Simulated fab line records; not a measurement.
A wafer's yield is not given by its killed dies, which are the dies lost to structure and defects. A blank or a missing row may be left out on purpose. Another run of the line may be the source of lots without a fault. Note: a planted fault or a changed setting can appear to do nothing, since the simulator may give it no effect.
Chamber matching / flow nand-harc / NHARC_A_STAIRCASE_ETCHBACK_422 on rie-diel-08 has 4 sister chambers
The step etches the open film in CH3F/O2, target depth 40 nm, time 74.286 s. 16 wafers are shown with their chamber, then 8 later ones without.

== WAFERS WITH THEIR CHAMBER ==
wafer=L074.2; chamber=3; drypump-motor-current-A (A)=5.9; showerhead-plenum-p-Torr (Torr)=2.32; throttle-valve-pct (%)=20.656
wafer=L074.3; chamber=0; drypump-motor-current-A (A)=4.9; showerhead-plenum-p-Torr (Torr)=2.63; throttle-valve-pct (%)=20.661
wafer=L074.6; chamber=2; drypump-motor-current-A (A)=6.3; showerhead-plenum-p-Torr (Torr)=2.45; throttle-valve-pct (%)=20.671
wafer=L078.1; chamber=3; drypump-motor-current-A (A)=5.9; showerhead-plenum-p-Torr (Torr)=2.32; throttle-valve-pct (%)=20.653
wafer=L078.3; chamber=2; drypump-motor-current-A (A)=6.3; showerhead-plenum-p-Torr (Torr)=2.45; throttle-valve-pct (%)=20.680
wafer=L078.6; chamber=1; drypump-motor-current-A (A)=5.7; showerhead-plenum-p-Torr (Torr)=2.28; throttle-valve-pct (%)=20.662
wafer=L082.1; chamber=2; drypump-motor-current-A (A)=6.3; showerhead-plenum-p-Torr (Torr)=2.44; throttle-valve-pct (%)=20.673
wafer=L082.3; chamber=0; drypump-motor-current-A (A)=4.8; showerhead-plenum-p-Torr (Torr)=2.62; throttle-valve-pct (%)=20.670
wafer=L082.5; chamber=3; drypump-motor-current-A (A)=5.9; showerhead-plenum-p-Torr (Torr)=2.31; throttle-valve-pct (%)=20.663
wafer=L083.3; chamber=2; drypump-motor-current-A (A)=6.3; showerhead-plenum-p-Torr (Torr)=2.44; throttle-valve-pct (%)=20.659
wafer=L083.5; chamber=0; drypump-motor-current-A (A)=4.8; showerhead-plenum-p-Torr (Torr)=2.62; throttle-valve-pct (%)=20.663
wafer=L083.6; chamber=1; drypump-motor-current-A (A)=5.7; showerhead-plenum-p-Torr (Torr)=2.28; throttle-valve-pct (%)=20.666
wafer=L087.1; chamber=2; drypump-motor-current-A (A)=6.3; showerhead-plenum-p-Torr (Torr)=2.43; throttle-valve-pct (%)=20.668
wafer=L087.5; chamber=2; drypump-motor-current-A (A)=6.3; showerhead-plenum-p-Torr (Torr)=2.44; throttle-valve-pct (%)=20.667
wafer=L087.6; chamber=1; drypump-motor-current-A (A)=5.7; showerhead-plenum-p-Torr (Torr)=2.66; throttle-valve-pct (%)=20.679
wafer=L090.1; chamber=1; drypump-motor-current-A (A)=5.7; showerhead-plenum-p-Torr (Torr)=2.66; throttle-valve-pct (%)=20.666

SIGNATURES (means of the wafers above)
reading=drypump-motor-current-A; chamber 0=4.833; chamber 1=5.700; chamber 2=6.300; chamber 3=5.900; scatter within a chamber=0.0236
reading=showerhead-plenum-p-Torr; chamber 0=2.6233; chamber 1=2.4700; chamber 2=2.4417; chamber 3=2.3167; scatter within a chamber=0.11
reading=throttle-valve-pct; chamber 0=20.66467; chamber 1=20.66825; chamber 2=20.66967; chamber 3=20.65733; scatter within a chamber=0.00649
Rule: a wafer lies at a distance from a chamber equal to the root of the sum of squares, over the readings, of (its reading less the chamber's mean, divided by the reading's scatter). If the next closest chamber is less than 2 further off than the closest, the wafer can't be placed; otherwise it belongs to the closest. How the scatter is found: for the shown wafers, subtract from each reading the mean of its chamber, square and add these, divide the total by (wafers less chambers), then take the root.

== WAFERS WITHOUT THEIR CHAMBER ==
wafer=L090.2; drypump-motor-current-A (A)=6.3; showerhead-plenum-p-Torr (Torr)=2.43; throttle-valve-pct (%)=20.659
wafer=L090.5; drypump-motor-current-A (A)=5.8; showerhead-plenum-p-Torr (Torr)=2.30; throttle-valve-pct (%)=20.652
wafer=L091.2; drypump-motor-current-A (A)=5.8; showerhead-plenum-p-Torr (Torr)=2.30; throttle-valve-pct (%)=20.673
wafer=L091.4; drypump-motor-current-A (A)=5.7; showerhead-plenum-p-Torr (Torr)=2.66; throttle-valve-pct (%)=20.657
wafer=L091.5; drypump-motor-current-A (A)=4.9; showerhead-plenum-p-Torr (Torr)=2.61; throttle-valve-pct (%)=20.658
wafer=L092.1; drypump-motor-current-A (A)=5.7; showerhead-plenum-p-Torr (Torr)=2.65; throttle-valve-pct (%)=20.661
wafer=L092.3; drypump-motor-current-A (A)=6.3; showerhead-plenum-p-Torr (Torr)=2.43; throttle-valve-pct (%)=20.680
wafer=L092.5; drypump-motor-current-A (A)=5.8; showerhead-plenum-p-Torr (Torr)=2.30; throttle-valve-pct (%)=20.666

== EACH ONE'S CHAMBER ==
wafer=L090.2; from the rows above=2; in truth=2
wafer=L090.5; from the rows above=can't be placed: 3 or 1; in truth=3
wafer=L091.2; from the rows above=can't be placed: 1 or 3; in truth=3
wafer=L091.4; from the rows above=1; in truth=1
wafer=L091.5; from the rows above=0; in truth=0
wafer=L092.1; from the rows above=1; in truth=1
wafer=L092.3; from the rows above=2; in truth=2
wafer=L092.5; from the rows above=can't be placed: 3 or 1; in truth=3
Placed correctly: 5 of 8. These rows do not allow placing 3 (true chamber among the candidates in 3). Placed wrongly: 0.
